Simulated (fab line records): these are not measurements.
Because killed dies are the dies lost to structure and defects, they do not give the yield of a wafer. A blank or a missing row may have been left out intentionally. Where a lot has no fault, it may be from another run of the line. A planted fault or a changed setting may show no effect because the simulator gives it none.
Which tool was responsible? -- flow nandHarc -- 6 lots with 18 wafers sampled at 5 steps, on a route of 1159 steps

## WHAT THE GAUGES SHOWED, per wafer
NHARC_END_SORT_01.
lot,measured,on,killedAtArray
L498,day 21 09:03,prober-01,27 32 448

## WHICH TOOL RAN EACH LOT (tool, then ch and the chambers of the sampled wafers, then the start)
lot,NHARC_A_WL_FILL_CVD_03,NHARC_A_BONDPAD_ETCH_12,NHARC_A_BONDPAD_CMP_19,NHARC_THIN_TSV_DEGAS_53
L491,"cvdW-02 ch 0,1, day 15 07:04","rieDiel-07 ch 0,1,2, day 18 05:26 or earlier","cmp-03 ch 0,2, day 18 05:26","pvdSputter-01, day 18 23:41"
L495,"cvdW-02 ch 1, day 15 19:27","rieDiel-11 ch 1,2,3, day 18 11:14 or earlier","cmp-04 ch 0,2,3, day 18 11:14","pvdSputter-02, day 19 05:53"
L496,"cvdW-01 ch 0,1, day 15 22:16","rieDiel-01 ch 0,1,2, day 18 22:08 or earlier","cmp-04 ch 0,1, day 18 22:08","pvdSputter-01, day 19 17:22"
L497,"cvdW-02 ch 0,1, day 16 13:50","rieDiel-11 ch 1,3, day 19 12:06 or earlier","cmp-04 ch 0,3, day 19 12:06","pvdSputter-02, day 20 09:10"
L498,"cvdW-01 ch 0,1, day 17 09:16","rieDiel-01 ch 0,1, day 20 02:07 or earlier","cmp-01 ch 0,2, day 20 02:07","pvdSputter-03, day 20 21:07"
L510,"cvdW-02 ch 0, day 19 14:57","rieDiel-07 ch 0,1, day 22 23:04 or earlier","cmp-03 ch 2,3, day 22 23:04","pvdSputter-01, day 23 18:32"
- NHARC_A_WL_FILL_CVD_03: deposits W, target thk 40 nm, time 3302 s.
- NHARC_A_BONDPAD_ETCH_12: etches the open film in CHF3/O2, target depth 220 nm, time 110 s.
- NHARC_A_BONDPAD_CMP_19: polishes, t overpolish 30 s, cu recess touch 16 s, target thk 169.8 nm.
- NHARC_THIN_TSV_DEGAS_53: time 60 s.

## THE ANSWER, worked out from the rows above alone
Rule: what is usual is taken from the lots themselves. The widest of any qualifying gaps counts: lots, ordered by their means at a reading, are off when they make up no more than a third of the lots, leave a main group of 4 or more, and stand apart from it by 3 or more times the standard deviation of that group's means. A main group is skipped when, at the precision printed for the reading in the tables above, its means are all equal. A lot without any number at a reading at which 4 lots or more have one is off too. All remaining lots with rows at the step are treated as sound.
Across all readings shown, no lot is off: no conclusion can be drawn from this.

## WHAT HAD BEEN PUT IN BY THE SIMULATOR
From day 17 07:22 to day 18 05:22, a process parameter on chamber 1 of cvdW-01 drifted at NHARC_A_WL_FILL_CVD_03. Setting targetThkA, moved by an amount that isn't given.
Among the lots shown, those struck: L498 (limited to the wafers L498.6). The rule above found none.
